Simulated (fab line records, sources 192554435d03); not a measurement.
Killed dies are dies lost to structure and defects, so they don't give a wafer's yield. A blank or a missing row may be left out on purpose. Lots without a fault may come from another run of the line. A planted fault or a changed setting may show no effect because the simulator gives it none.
Split-lot experiment | flow n5_finfet | 7 lots, 21 wafers read, on a route of 1938 steps

THE SPLIT
At N5_BEOL_M0_SAQP_PECVD_04 (deposits a-Si from SiH4/He, target thk 60 nm, time 60.2 s), the setting time_s was moved away from the recipe's 60.2 s on 6 of the 21 wafers read, by -12.5% to +14.2%. The other wafers ran this setting at the recipe's value.

FROM THE SPLIT TO THE READING: what the file shows between them, 5 steps
- N5_BEOL_M0_SAQP_THK_MEAS_05
- N5_BEOL_M0_SAQP_HM_DEP_111: deposits SiO2 from SiH4/N2O, target thk 12 nm, time 7.2 s
- N5_BEOL_M0_SAQP_COAT_81: time 60 s, resist thk 100 nm
- N5_BEOL_M0_SAQP_HM_OPEN_112: chemistry CHF3/O2, target SiO2, stops on a-Si, target depth 12 nm, time 13.5 s
- N5_BEOL_M0_SAQP_STRIP_113: strips in CHF3/O2

THE READING
oes_product_au, in a.u., at N5_BEOL_M0_SAQP_MANDREL_ETCH_20 (etches a-Si in HBr/Cl2, stops on SiNx, target depth 60 nm, bt time 10 s, time 30 s). Fault-free wafers of this fab line usually give 0.779 a.u., standard deviation 0.012 a.u..

wafer  | tool, chamber at the split | time_s as run, s | against the recipe | oes_product_au, a.u. | against lot-mates on the recipe
L074.3 | pecvd-02, 2                | 60.2             | recipe             | 0.746                | -
L074.4 | pecvd-02, 0                | 65.67            | +9.1%              | 0.831                | +0.075
L074.6 | pecvd-02, 1                | 60.2             | recipe             | 0.765                | -
L075.2 | pecvd-02, 0                | 60.2             | recipe             | 0.765                | -
L075.3 | pecvd-02, 1                | 60.2             | recipe             | 0.761                | -
L075.5 | pecvd-02, 1                | 60.2             | recipe             | 0.770                | -
L086.2 | pecvd-02, 2                | 60.2             | recipe             | 0.763                | -
L086.5 | pecvd-02, 1                | 68.72            | +14.2%             | 0.861                | +0.098
L086.6 | pecvd-02, 0                | 68.72            | +14.2%             | 0.840                | +0.077
L088.1 | pecvd-02, 2                | 62.5             | +3.8%              | 0.787                | -0.007
L088.3 | pecvd-02, 1                | 60.2             | recipe             | 0.794                | -
L088.5 | pecvd-02, 1                | 62.5             | +3.8%              | 0.807                | +0.013
L089.1 | pecvd-02, 2                | 60.2             | recipe             | 0.766                | -
L089.3 | pecvd-02, 1                | 60.2             | recipe             | 0.783                | -
L089.4 | pecvd-02, 0                | 60.2             | recipe             | 0.790                | -
L092.1 | pecvd-02, 0                | 60.2             | recipe             | 0.775                | -
L092.4 | pecvd-02, 2                | 60.2             | recipe             | 0.809                | -
L092.6 | pecvd-02, 0                | 60.2             | recipe             | 0.791                | -
L097.1 | pecvd-02, 1                | 60.2             | recipe             | 0.790                | -
L097.3 | pecvd-02, 2                | 60.2             | recipe             | 0.761                | -
L097.4 | pecvd-02, 1                | 52.66            | -12.5%             | 0.728                | -0.048

THE FIT
A straight line over all 21 wafers: oes_product_au changes by +0.00498 a.u. for each +1% of time_s; r = +0.87; the points scatter about the line by 0.016 a.u..
The same after taking each lot's own level away (the mean of its wafers on the recipe; 21 wafers): +0.00559 a.u. for each +1%; r = +0.91; scatter 0.014 a.u..
On that fit, the largest move of time_s shifts the reading by 0.079 a.u..
The lots' own levels span 0.7555 to 0.7940 a.u., that is 3.2 times the standard deviation above.
So the lot-to-lot level changes the slope: the two fits differ.
Check: with one of the wafers moved furthest among these (+14.2%) left out of the fit, the line predicts +0.0726 a.u. for it against its lot-mates. It came out at +0.098 a.u. against them.

OTHER SPLITS ON THESE WAFERS
These wafers also went through other splits before the reading. Each is held against what the fit with the lots' levels taken away leaves over:
other split on the same wafers               | wafers away from the commonest value | r with oes_product_au (lot level and that fit taken away)
N5_GATE_CUT_COAT_27 spin_rpm                 | 8                                    | -0.06
N5_MOL_CONTACT_COAG_CONTACT_ETCH_14 source_w | 4                                    | -0.20
N5_MOL_CONTACT_COAG_EXPOSE_37 dose_mj        | 7                                    | +0.29
N5_MOL_CONTACT_COAG_ETCH_67 source_w         | 11                                   | -0.07
N5_BEOL_M0_SAQP_ILD_DEP_01 time_s            | 8                                    | +0.03

THE WHOLE CHAIN: every reading that the file lists as answering this split, in the file's order
step                            | what it does                                                                       | reading                                                                               | change (the file's fit)                   | r (the file's)
N5_BEOL_M0_SAQP_PECVD_04        | deposits a-Si from SiH4/He, target thk 60 nm, time 60.2 s                          | a-Si_of_BEOL_M0_SAQP_PECVD_04.thk_nm (the simulator's own value, which no gauge read) | +0.669 nm for each +1% of the setting     | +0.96
N5_BEOL_M0_SAQP_THK_MEAS_05     |                                                                                    | thk_nm                                                                                | withheld for each +1% of the setting      | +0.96
N5_BEOL_M0_SAQP_MANDREL_ETCH_20 | etches a-Si in HBr/Cl2, stops on SiNx, target depth 60 nm, bt time 10 s, time 30 s | oes_product_au                                                                        | +0.00557 a.u. for each +1% of the setting | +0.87
N5_BEOL_M0_SAQP_MANDREL_ETCH_20 | etches a-Si in HBr/Cl2, stops on SiNx, target depth 60 nm, bt time 10 s, time 30 s | etch.depth_nm (the simulator's own value, which no gauge read)                        | +0.67 nm for each +1% of the setting      | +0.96

THE FILE'S OWN FIT
oes_product_au changes by +0.00557 a.u. for each +1% of time_s, r = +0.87.
